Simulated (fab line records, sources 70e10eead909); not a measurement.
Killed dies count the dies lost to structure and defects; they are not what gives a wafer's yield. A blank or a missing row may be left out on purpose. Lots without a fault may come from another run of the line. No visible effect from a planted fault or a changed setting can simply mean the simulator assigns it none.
Matching of chambers ; flow nand harc ; pecvd-03 running NHARC_P_M2_DEP_33: 3 sister chambers
The step deposits SiCN, target thk 30 nm. 6 wafers are shown with their chamber, then 8 later ones without.

== EACH WAFER AND ITS CHAMBER ==
wafer;chamber;heater power w (W)
L086.4;2;644
L086.6;1;531
L093.1;2;577
L093.3;1;534
L093.5;0;494
L093.2;0;481

== WAFERS WITHOUT THEIR CHAMBER ==
wafer;heater power w (W)
L093.4;534
L093.6;587
L095.1;509
L095.4;486
L095.6;498
L096.1;666
L096.5;549
L096.6;487

== THE CHAMBER EACH PASSED THROUGH ==
wafer;from the rows above;in truth
L093.4;can't be placed: 1 or 0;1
L093.6;can't be placed: 2 or 1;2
L095.1;can't be placed: 0 or 1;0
L095.4;can't be placed: 0 or 1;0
L095.6;can't be placed: 0 or 1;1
L096.1;2;2
L096.5;can't be placed: 1 or 0 or 2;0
L096.6;can't be placed: 0 or 1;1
Placed correctly: 1 of 8. Can't be placed from these rows: 7 (the true chamber is among the candidates in 7). Wrongly placed: 0.
How it was worked out, from the rows above alone: a wafer's distance from a chamber is the root of the sum, over the readings, of the square of ((its reading less the chamber's mean) divided by the reading's scatter). If the next closest chamber is less than 2 further off than the closest, the wafer can't be placed; otherwise it belongs to the closest. Each chamber's mean is taken over the wafers shown for it. The scatter: take each reading less its chamber's mean, square it, sum over the shown wafers, divide by the number of wafers less the number of chambers, and take the root.
